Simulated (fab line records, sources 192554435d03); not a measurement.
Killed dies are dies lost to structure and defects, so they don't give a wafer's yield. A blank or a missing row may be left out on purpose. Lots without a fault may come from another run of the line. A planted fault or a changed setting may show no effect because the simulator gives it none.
fab line records | flow n5_finfet | part 2 of 2: steps 9 to 9 of 9
record lots=15 wafers=43 last_day=17
route steps=1938 shown FIN_SAQP@125 STI_FIN_REVEAL@207 BEOL_M4@1111
lots that met no fault: from a run of the same line without faults
start_h: hours from the record's first day to the start of the lot's first wafer shown | wait_h: hours since the lot's step before | " the same as in the row above | L1.1+2: a row that stands for several wafers | - no value, or no start given | * or withheld: withheld | < > ~ a bound
route shown NAME@n: a module of which the file shows steps, and the number in the route of the first | usual: mean/standard deviation of fault-free wafers | same: alike in all rows | chamber/n: place in a boat | sites: the reading at each site | _std_site: their standard deviation | _edge_site: outer sites' mean less inner sites' | radius_mm: how far each site lies from the wafer's centre | mask NAME#n: copy n | behind: the tool/chamber that last shaped the wafer | hold: why the lot was held/for how many hours/how that ended | device: the transistor (n, p or np) that didn't switch | end of line: the same wafers' tests at the end of the route | a step without rows: its recipe alone | killed: dies lost to structure and defects at the first sort, not the wafer's yield | map: a wafer's dies, x killed, . not, _ none there
set.NAME: the setting as run; set.NAME@STEP: as run at that earlier step | model.NAME: the simulator's own value behind a step, which no gauge read
steps of the route over a sample of lots; a table a step, a row a wafer
services: from which hour (start_h, from the record's first day; less than 0 if before it) a tool's chamber was out of use, for how many hours, and why
## steps
# step N5_BEOL_M4_RC_MEAS_101
# usual DIBL_N=36.4/1.5 DIBL_P=36.6/1.9 IOFF_N=0.155/0.021 IOFF_N_85C=3.0/0.35 IOFF_N_LIN=0.072/0.0082 IOFF_P=0.211/0.028 IOFF_P_85C=3.6/0.4 IOFF_P_LIN=0.100/0.011 ION_N=671/8.6 ION_P=462/5.8 SS_N=71.5/0.5 SS_P=73.4/0.58 VT_N=250.1/2.4 VT_N_LVT=98.8/2.5 VT_P=-250.1/3 VT_P_LVT=-98.9/2.6
# columns lot.wafer tool chamber start_h wait_h DIBL_N[mV/V] DIBL_P[mV/V] IOFF_N[nA/um] IOFF_N_85C[nA/um] IOFF_N_LIN[nA/um] IOFF_P[nA/um] IOFF_P_85C[nA/um] IOFF_P_LIN[nA/um] ION_N[uA/um] ION_P[uA/um] SS_N[mV/dec] SS_P[mV/dec] VT_N[mV] VT_N_LVT[mV] VT_P[mV] VT_P_LVT[mV]
L153.1 prober-02 0 167.86 0.0 35.7 35.0 0.134 2.7 0.065 0.193 3.4 0.095 674 457 71.2 72.5 250.6 100.0 -250.8 -98.4
L153.2 " 0 " " 35.3 35.4 0.138 2.8 0.067 0.200 3.5 0.098 667 464 71.4 72.0 248.9 98.7 -251.9 -97.4
L153.3 " 0 " " 35.8 34.5 0.142 2.9 0.069 0.189 3.3 0.094 685 461 71.5 72.8 250.2 98.3 -252.8 -98.9
L154.1 prober-01 0 176.48 0.0 35.7 35.7 0.152 2.9 0.071 0.207 3.6 0.100 677 464 71.3 73.3 249.9 100.0 -250.3 -100.2
L154.2 " 0 " " 36.7 36.6 0.157 3.0 0.074 0.215 3.7 0.103 676 468 71.8 73.8 249.4 100.9 -251.7 -101.1
L154.4 " 0 " " 35.8 35.5 0.149 2.9 0.069 0.198 3.5 0.097 664 460 71.7 74.5 251.1 100.9 -249.5 -100.3
L157.1 prober-02 0 186.99 0.0 35.9 35.7 0.146 2.9 0.068 0.173 3.1 0.084 668 450 71.1 73.6 250.3 99.1 -254.6 -104.2
L157.2 " 0 " " 34.8 34.6 0.130 2.6 0.063 0.158 2.9 0.078 665 448 70.9 73.4 251.9 99.7 -256.9 -105.3
L157.3 " 0 " " 36.2 35.7 0.145 2.9 0.069 0.171 3.1 0.082 664 456 70.9 73.4 248.6 98.3 -255.1 -103.5
L158.1 prober-01 0 190.62 0.0 34.9 34.8 0.137 2.8 0.066 0.224 3.8 0.111 657 464 70.6 72.8 254.1 101.9 -246.3 -96.8
L158.2 " 0 " " 34.0 33.9 0.129 2.6 0.063 0.204 3.5 0.105 661 463 70.9 72.6 256.0 102.8 -251.0 -98.6
L158.3 " 0 " " 33.9 33.5 0.126 2.6 0.063 0.202 3.5 0.101 660 466 71.0 72.7 249.6 101.7 -251.1 -99.2
L159.2 prober-02 0 207.85 0.2 36.5 36.7 0.155 3.1 0.073 0.208 3.6 0.100 673 460 71.6 73.4 250.9 98.8 -250.0 -99.0
L159.5 " 0 " " 34.8 33.9 0.126 2.6 0.061 0.179 3.2 0.092 664 459 71.2 72.0 250.4 100.9 -253.1 -100.1
L159.6 " 0 " " 36.1 36.1 0.144 2.9 0.067 0.205 3.6 0.100 669 462 71.3 73.7 252.1 99.4 -252.4 -98.8
L160.1 prober-01 0 208.23 0.0 37.1 38.8 0.171 3.3 0.078 0.237 4.0 0.111 675 466 72.0 73.4 248.3 98.1 -246.5 -98.4
L160.2 " 0 " " 36.5 37.6 0.168 3.2 0.078 0.222 3.8 0.105 674 463 71.3 73.5 247.9 97.4 -247.4 -98.2
L160.6 " 0 " " 36.7 38.3 0.163 3.2 0.077 0.237 4.0 0.111 675 464 71.5 73.5 249.0 98.4 -246.5 -97.6
L161.2 prober-01 0 214.80 0.2 35.8 36.1 0.159 3.1 0.075 0.205 3.5 0.099 677 461 71.3 73.3 249.3 98.4 -251.5 -99.8
L161.5 " 0 " " 37.2 38.0 0.187 3.5 0.085 0.236 4.0 0.109 683 462 71.7 73.5 245.6 96.0 -248.7 -98.5
L161.6 " 0 " " 34.7 35.6 0.134 2.7 0.065 0.195 3.4 0.096 658 456 70.5 73.3 251.4 101.7 -252.2 -100.5
L162.1 prober-02 0 224.30 0.0 37.3 36.8 0.157 3.0 0.073 0.208 3.6 0.098 676 460 71.5 73.1 250.6 99.6 -246.9 -99.6
L162.3 " 0 " " 36.9 34.5 0.142 2.7 0.065 0.175 3.1 0.088 670 454 71.5 72.3 249.8 101.3 -251.8 -100.9
L162.5 " 0 " " 38.4 37.2 0.170 3.2 0.077 0.222 3.8 0.104 679 466 71.0 73.1 250.6 99.2 -248.8 -97.7
L165.2 prober-01 0 236.81 0.2 34.5 32.8 0.128 2.6 0.063 0.193 3.4 0.096 666 461 70.5 73.8 250.2 100.2 -249.4 -99.4
L165.5 " 0 " " 38.3 37.4 0.196 3.7 0.089 0.279 4.6 0.127 681 475 71.3 73.9 242.4 94.6 -240.7 -92.9
L165.6 " 0 " " 37.3 35.7 0.183 3.5 0.083 0.255 4.3 0.119 686 479 72.2 73.6 245.2 95.0 -242.6 -94.4
L167.1 prober-02 0 244.49 0.0 36.9 36.7 0.175 3.4 0.080 0.236 4.0 0.110 675 459 70.7 73.8 246.6 95.9 -248.5 -96.0
L167.3 " 0 " " 36.0 35.0 0.158 3.1 0.074 0.202 3.6 0.100 670 460 71.4 73.5 248.5 97.6 -249.7 -98.7
L167.4 " 0 " " 34.8 33.6 0.136 2.8 0.063 0.183 3.2 0.092 655 455 71.3 72.8 252.5 100.0 -252.3 -99.8
L166.3 prober-01 0 244.51 0.3 36.8 35.7 0.153 3.0 0.070 0.200 3.5 0.095 669 461 71.3 73.3 250.2 95.8 -250.9 -97.8
L166.5 " 0 " " 12.6 1.9 0.005 0.2 0.004 0.013 0.3 0.013 488 369 66.3 64.5 310.0 155.6 -286.5 -132.9
L166.6 " 0 " " 37.2 35.9 0.162 3.1 0.072 0.203 3.5 0.096 672 461 72.4 72.8 247.5 95.0 -250.6 -97.5
L168.1 prober-02 0 253.13 0.0 12.9 3.9 0.005 0.2 0.004 0.015 0.4 0.015 489 374 66.6 65.4 306.0 155.2 -286.1 -131.2
L168.6 " 0 " " 37.5 38.4 0.169 3.3 0.077 0.252 4.2 0.116 690 474 71.5 74.4 245.7 98.1 -248.6 -95.2
L169.1 prober-01 0 273.76 0.0 13.8 5.0 0.006 0.2 0.004 0.017 0.4 0.016 492 374 66.8 65.5 305.6 157.9 -284.8 -135.3
L169.5 " 0 " " 14.4 5.9 0.006 0.2 0.005 0.019 0.5 0.017 494 382 66.7 65.3 305.1 156.6 -280.9 -132.6
L175.2 prober-01 0 297.41 0.2 32.6 33.7 0.128 2.6 0.061 0.168 3.1 0.086 670 469 71.4 72.8 252.5 99.1 -250.6 -101.7
L175.4 " 0 " " 34.9 35.5 0.152 2.9 0.071 0.209 3.8 0.102 677 471 71.3 73.7 249.9 97.3 -246.6 -97.1
L175.6 " 0 " " 34.2 34.8 0.143 2.8 0.068 0.188 3.4 0.092 679 467 71.7 73.1 251.6 97.9 -253.1 -99.8
L176.3 prober-02 0 308.56 0.3 37.5 37.3 0.160 3.2 0.075 0.168 3.1 0.080 675 452 72.1 73.6 248.8 96.7 -257.4 -104.0
L176.4 " 0 " " 36.8 37.3 0.155 3.1 0.075 0.173 3.2 0.082 675 458 70.9 73.6 248.2 97.4 -256.5 -103.4
L176.5 " 0 " " 38.2 38.1 0.175 3.5 0.081 0.183 3.3 0.085 691 461 71.8 73.1 247.3 95.9 -256.1 -103.1
## services
# columns tool chamber start_h hours kind
rie_si-02 - 23.94 0.1 repair
ald_sin-03 1 34.40 11.9 repair
ald_sin-02 - 34.89 6.1 pm
ald_sin-01 - 46.61 14.6 pm
ald_sin-03 2 56.11 4.3 repair
ald_sin-01 - 76.81 6.0 pm
rie_si-04 - 85.43 28.1 pm
ald_sin-01 - 86.21 14.0 pm
ald_sin-01 0 86.21 14.0 vent_cycle
ald_sin-01 1 86.21 14.0 vent_cycle
ald_sin-01 2 86.21 14.0 vent_cycle
ald_sin-01 3 86.21 14.0 vent_cycle
ald_sin-01 0 100.21 - clean
ald_sin-01 1 100.21 - clean
ald_sin-01 2 100.21 - clean
ald_sin-01 3 100.21 - clean
rie_si-04 2 123.26 19.5 repair
rie_si-04 3 142.75 - clean
rie_si-04 3 142.75 18.2 scheduled_down
rie_si-04 3 142.75 18.2 vent_cycle
ald_sin-03 2 148.19 5.8 repair
rie_si-02 - 153.92 14.6 pm
## key
first_sign step=N5_FIN_SAQP_CD_MEAS_31 reading=cd_nm direction=down sigmas=20 usual=8.12 struck=4.20
effect step=N5_FIN_SAQP_HM_CD_35 reading=cd_nm direction=down sigmas=19 usual=8.17 struck=4.38
effect step=N5_FIN_SAQP_CD_MEAS_37 reading=cd_nm direction=down sigmas=17 usual=8.15 struck=4.11
effect step=N5_STI_FIN_REVEAL_CD_MEAS_22 reading=cd_nm direction=down sigmas=14 usual=6.30 struck=2.54
effect step=N5_BEOL_M4_RC_MEAS_101 reading=VT_N_LVT direction=up sigmas=23 usual=98.8 struck=156.3
effect step=N5_BEOL_M4_RC_MEAS_101 reading=VT_N direction=up sigmas=23 usual=250.1 struck=306.7
effect step=N5_BEOL_M4_RC_MEAS_101 reading=ION_N direction=down sigmas=21 usual=671 struck=491
effect step=N5_BEOL_M4_RC_MEAS_101 reading=DIBL_P direction=down sigmas=17 usual=36.6 struck=4.2
effect step=N5_BEOL_M4_RC_MEAS_101 reading=DIBL_N direction=down sigmas=15 usual=36.4 struck=13.4
effect step=N5_BEOL_M4_RC_MEAS_101 reading=ION_P direction=down sigmas=15 usual=462 struck=375
effect step=N5_BEOL_M4_RC_MEAS_101 reading=SS_P direction=down sigmas=14 usual=73.4 struck=65.2
effect step=N5_BEOL_M4_RC_MEAS_101 reading=VT_P_LVT direction=down sigmas=13 usual=-98.9 struck=-133.0
effect step=N5_BEOL_M4_RC_MEAS_101 reading=VT_P direction=down sigmas=12 usual=-250.1 struck=-284.6
effect step=N5_BEOL_M4_RC_MEAS_101 reading=SS_N direction=down sigmas=9.8 usual=71.5 struck=66.6
effect step=N5_BEOL_M4_RC_MEAS_101 reading=IOFF_N_LIN direction=down sigmas=8.3 usual=0.072 struck=0.004
effect step=N5_BEOL_M4_RC_MEAS_101 reading=IOFF_N_85C direction=down sigmas=8.1 usual=3.0 struck=0.2
met_at N5_FIN_SAQP_SPACER2_ALD_28
struck_lots L166,L168,L169
struck_wafers L166.5,L168.1,L169.1,L169.5
sort_left_out L166.5,L168.1,L169.1,L169.5
not_acting_at N5_FIN_SAQP_SPACER1_ALD_24,N5_FIN_SAQP_CD_MEAS_27,N5_FIN_SAQP_MANDREL2_REMOVE_60
onset_between 99.67 105.40
fault kind=process_parameter_drift tool=ald_sin-03 chamber=- onset_h=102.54 steps=N5_FIN_SAQP_SPACER2_ALD_28 channel=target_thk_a offset=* shape=step end_h=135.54 scope=struck_wafers_only acts_in=* stated=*
# sort_left_out: the simulated sort isn't trusted on such a fault, so these wafers' sort isn't shown, and their yield isn't known
